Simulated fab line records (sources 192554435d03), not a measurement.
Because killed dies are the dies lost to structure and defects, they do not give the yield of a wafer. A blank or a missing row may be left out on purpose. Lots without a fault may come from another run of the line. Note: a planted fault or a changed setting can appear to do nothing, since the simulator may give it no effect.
Matching of chambers ; flow n5_finfet ; N5_BEOL_M2_ETCH_69 on rie_diel-06: 4 sister chambers
The step etches SiARC in CF4, target depth 15.6 nm, time 26 s. 16 wafers are shown with their chamber, then 8 later ones without.

## WAFERS, EACH WITH ITS CHAMBER
wafer;chamber;showerhead_plenum_p_Torr (Torr);throttle_valve_pct (%);drypump_motor_current_A (A)
L074.2;0;2.09;15.14;5.6
L074.3;2;2.18;15.78;5.7
L074.4;1;2.21;15.94;5.9
L078.1;3;2.16;15.40;6.0
L078.5;1;2.21;15.94;5.9
L078.6;2;2.18;15.79;5.6
L079.2;1;2.21;15.97;5.9
L079.4;2;2.18;15.81;5.7
L079.6;1;2.21;15.95;5.9
L081.1;2;2.18;15.82;5.7
L081.2;1;2.21;15.97;5.9
L081.5;3;2.16;15.42;6.1
L080.4;3;2.16;15.43;6.0
L080.5;1;2.21;15.97;5.9
L080.6;0;2.09;15.18;5.6
L085.1;3;2.15;15.44;6.0

SIGNATURES, as means of the wafers listed above
reading;chamber 0;chamber 1;chamber 2;chamber 3;scatter within a chamber
showerhead_plenum_p_Torr;2.0900;2.2100;2.1800;2.1575;0.0025
throttle_valve_pct;15.1600;15.9567;15.8000;15.4225;0.0178
drypump_motor_current_A;5.600;5.900;5.675;6.025;0.0354
Rule: a wafer's distance from a chamber is the root of the sum, over the readings, of the square of ((its reading less the chamber's mean) divided by the reading's scatter). The wafer belongs to the nearest chamber; if the next one is less than 2 further off, it can't be placed. How the scatter is found: for the shown wafers, subtract from each reading the mean of its chamber, square and add these, divide the total by (wafers less chambers), then take the root.

## WAFERS WITHOUT THEIR CHAMBER
wafer;showerhead_plenum_p_Torr (Torr);throttle_valve_pct (%);drypump_motor_current_A (A)
L085.4;2.17;15.82;5.6
L085.5;2.09;15.20;5.6
L086.2;2.17;15.84;5.7
L086.5;2.15;15.47;6.0
L086.6;2.09;15.20;5.6
L093.2;2.20;15.47;5.9
L093.4;2.17;15.88;5.7
L093.5;2.20;15.47;5.9

## WHICH CHAMBER EACH ONE RAN IN
wafer;from the rows above;in truth
L085.4;2;2
L085.5;0;0
L086.2;2;2
L086.5;3;3
L086.6;0;0
L093.2;3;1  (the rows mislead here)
L093.4;2;2
L093.5;3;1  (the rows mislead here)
Correctly placed: 6 of 8. Can't be placed from these rows: 0. Placed wrongly: 2.
